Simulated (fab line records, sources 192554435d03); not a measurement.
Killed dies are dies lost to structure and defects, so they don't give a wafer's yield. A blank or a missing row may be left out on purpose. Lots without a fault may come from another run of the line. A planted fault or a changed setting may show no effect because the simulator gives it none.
Split-lot experiment | flow n5_finfet | 7 lots, 21 wafers read, on a route of 1938 steps

THE SPLIT
At N5_MOL_CONTACT_COAG_COAT_103 (time 60 s, resist thk 80 nm), the setting spin_rpm was moved away from the recipe's 1500 rpm on 7 of the 21 wafers read, by -10.8% to +10.5%. The other wafers ran this setting at the recipe's value.

FROM THE SPLIT TO THE READING: what the file shows between them, 9 steps
- N5_MOL_CONTACT_COAG_COAT_58: time 60 s, resist thk 10 nm (also split here: spin_rpm)
- N5_MOL_CONTACT_COAG_EXPOSE_05: exposes mask CA, defocus 0 nm (also split here: dose_mj)
- N5_MOL_CONTACT_COAG_PEB_06: peb time 60 s
- N5_MOL_CONTACT_COAG_DEVELOP_07: develop time 30 s
- N5_MOL_CONTACT_COAG_CD_MEAS_08: target cd 28 nm
- N5_MOL_CONTACT_COAG_DESCUM_13: chemistry O2, time 7 s
- N5_MOL_CONTACT_COAG_ETCH_59: etches underlayer in N2/H2, target depth 13 nm, time 10.4 s
- N5_MOL_CONTACT_COAG_ETCH_105: etches SiARC in CF4, target depth 15.6 nm, time 26 s
- N5_MOL_CONTACT_COAG_ETCH_106: etches SOC in N2/H2, target depth 80 nm, overetch 16 nm, time 120 s

THE READING
SOC_of_MOL_CONTACT_COAG_COAT_103.thk_nm (the simulator's own value, which no gauge read), in nm, at N5_MOL_CONTACT_COAG_CONTACT_ETCH_14 (etches SiO2 in C4F6/O2, target depth 27.5 nm, overetch 8.5 nm, time 20 s). The file gives no usual value for it. The 14 wafers here that ran the recipe average 78.5 nm, standard deviation 0.22 nm.

wafer  | tool, chamber at the split | spin_rpm as run, rpm | against the recipe | SOC_of_MOL_CONTACT_COAG_COAT_103.thk_nm, nm | against lot-mates on the recipe
L076.1 | litho_track-05, 0          | 1500                 | recipe             | 78.6                                        | -
L076.2 | litho_track-05, 0          | 1500                 | recipe             | 78.2                                        | -
L076.4 | litho_track-05, 0          | 1500                 | recipe             | 78.6                                        | -
L082.1 | litho_track-04, 0          | 1500                 | recipe             | 78.8                                        | -
L082.2 | litho_track-04, 0          | 1657                 | +10.5%             | 75                                          | -3.9
L082.6 | litho_track-04, 0          | 1500                 | recipe             | 79                                          | -
L089.2 | litho_track-01, 0          | 1500                 | recipe             | 78.4                                        | -
L089.3 | litho_track-01, 0          | 1500                 | recipe             | 78.6                                        | -
L089.6 | litho_track-01, 0          | 1338                 | -10.8%             | 83.4                                        | +4.9
L093.4 | litho_track-01, 0          | 1500                 | recipe             | 78.4                                        | -
L093.5 | litho_track-01, 0          | 1628                 | +8.5%              | 75.6                                        | -2.9
L093.6 | litho_track-01, 0          | 1500                 | recipe             | 78.6                                        | -
L094.1 | litho_track-05, 0          | 1429                 | -4.7%              | 80.4                                        | +2.2
L094.5 | litho_track-05, 0          | 1500                 | recipe             | 78.2                                        | -
L094.6 | litho_track-05, 0          | 1429                 | -4.7%              | 80.4                                        | +2.2
L092.1 | litho_track-05, 0          | 1635                 | +9.0%              | 75.4                                        | -3.0
L092.4 | litho_track-05, 0          | 1500                 | recipe             | 78.4                                        | -
L092.5 | litho_track-05, 0          | 1635                 | +9.0%              | 75.2                                        | -3.2
L096.1 | litho_track-05, 0          | 1500                 | recipe             | 78.4                                        | -
L096.2 | litho_track-05, 0          | 1500                 | recipe             | 78.2                                        | -
L096.6 | litho_track-05, 0          | 1500                 | recipe             | 78.4                                        | -

THE FIT
A straight line over all 21 wafers: SOC_of_MOL_CONTACT_COAG_COAT_103.thk_nm changes by -0.379 nm for each +1% of spin_rpm; r = -0.99; the points scatter about the line by 0.29 nm.
The same after taking each lot's own level away (the mean of its wafers on the recipe; 21 wafers): -0.39 nm for each +1%; r = -0.99; scatter 0.24 nm.
On that fit, the largest move of spin_rpm shifts the reading by 4.2 nm.
The lots' own levels span 78.20 to 78.90 nm, that is 3.1 times the standard deviation above.
So the lot-to-lot level changes the slope little: the two slopes agree.
Check: with one of the wafers moved furthest among these (-10.8%) left out of the fit, the line predicts +4.09 nm for it against its lot-mates. It came out at +4.9 nm against them.

OTHER SPLITS ON THESE WAFERS
These wafers also went through other splits before the reading. Each is held against what the fit with the lots' levels taken away leaves over:
other split on the same wafers        | wafers away from the commonest value | r with SOC_of_MOL_CONTACT_COAG_COAT_103.thk_nm (lot level and that fit taken away)
N5_SDB_STRIP_22 power_w               | 10                                   | -0.21
N5_SDB_CUT_ETCH_26 icp_w              | 9                                    | -0.03
N5_HKMG_FIN_ETCH_35 time_s            | 7                                    | -0.10
N5_MOL_CONTACT_COAG_COAT_58 spin_rpm  | 5                                    | +0.07
N5_MOL_CONTACT_COAG_EXPOSE_05 dose_mj | 10                                   | +0.20

THE WHOLE CHAIN: every reading that the file lists as answering this split, in the file's order
step                                | what it does                                                             | reading                                                                                  | change (the file's fit)               | r (the file's)
N5_MOL_CONTACT_COAG_COAT_103        | time 60 s, resist thk 80 nm                                              | SOC_of_MOL_CONTACT_COAG_COAT_103.thk_nm (the simulator's own value, which no gauge read) | -0.403 nm for each +1% of the setting | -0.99
N5_MOL_CONTACT_COAG_ETCH_106        | etches SOC in N2/H2, target depth 80 nm, overetch 16 nm, time 120 s      | etch.depth_nm (the simulator's own value, which no gauge read)                           | -0.397 nm for each +1% of the setting | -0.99
N5_MOL_CONTACT_COAG_CONTACT_ETCH_14 | etches SiO2 in C4F6/O2, target depth 27.5 nm, overetch 8.5 nm, time 20 s | SOC_of_MOL_CONTACT_COAG_COAT_103.thk_nm (the simulator's own value, which no gauge read) | -0.39 nm for each +1% of the setting  | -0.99

THE FILE'S OWN FIT
SOC_of_MOL_CONTACT_COAG_COAT_103.thk_nm changes by -0.39 nm for each +1% of spin_rpm, r = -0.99.
